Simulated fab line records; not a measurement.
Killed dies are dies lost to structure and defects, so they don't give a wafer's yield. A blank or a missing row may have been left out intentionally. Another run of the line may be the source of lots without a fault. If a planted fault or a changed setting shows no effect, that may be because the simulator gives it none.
Chamber matching ; flow n5_finfet ; 3 sister chambers for N5_HKMG_FIN_CVD_62 on thermal_cvd_si-02
The step deposits a-Si from Si2H6, target thk 3 nm, time 20.8 s. 3 wafers are shown with their chamber, then 9 later ones without.

## WAFERS, EACH WITH ITS CHAMBER
wafer;chamber;heater_power_w (W)
L084.1;2;1470
L086.2;1;1229
L086.6;0;1405

## WAFERS WITHOUT THEIR CHAMBER
wafer;heater_power_w (W)
L088.1;1484
L088.4;1504
L088.5;1415
L094.3;1455
L094.5;1464
L094.6;1436
L096.1;1224
L096.4;1479
L096.5;1212

## WHICH CHAMBER EACH WENT THROUGH
wafer;from the rows above;in truth
L088.1;2;2
L088.4;2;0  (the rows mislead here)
L088.5;0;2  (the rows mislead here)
L094.3;can't be placed: 2 or 0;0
L094.5;2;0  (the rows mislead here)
L094.6;can't be placed: 0 or 2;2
L096.1;1;1
L096.4;2;2
L096.5;1;1
4 of 9 placed correctly. Unplaceable from these rows: 2, with the true chamber sitting among the candidates in 2. Wrongly placed: 3.
How it was worked out, from the rows above alone: a wafer's distance from a chamber is the root of the sum, over the readings, of the square of ((its reading less the chamber's mean) divided by the reading's scatter). The wafer belongs to the nearest chamber; if the next one is less than 2 further off, it can't be placed. A chamber's mean is the mean of its shown wafers. The scatter: root of mean squared gap, hidden wafer to nearest shown wafer, with one shown wafer a chamber.
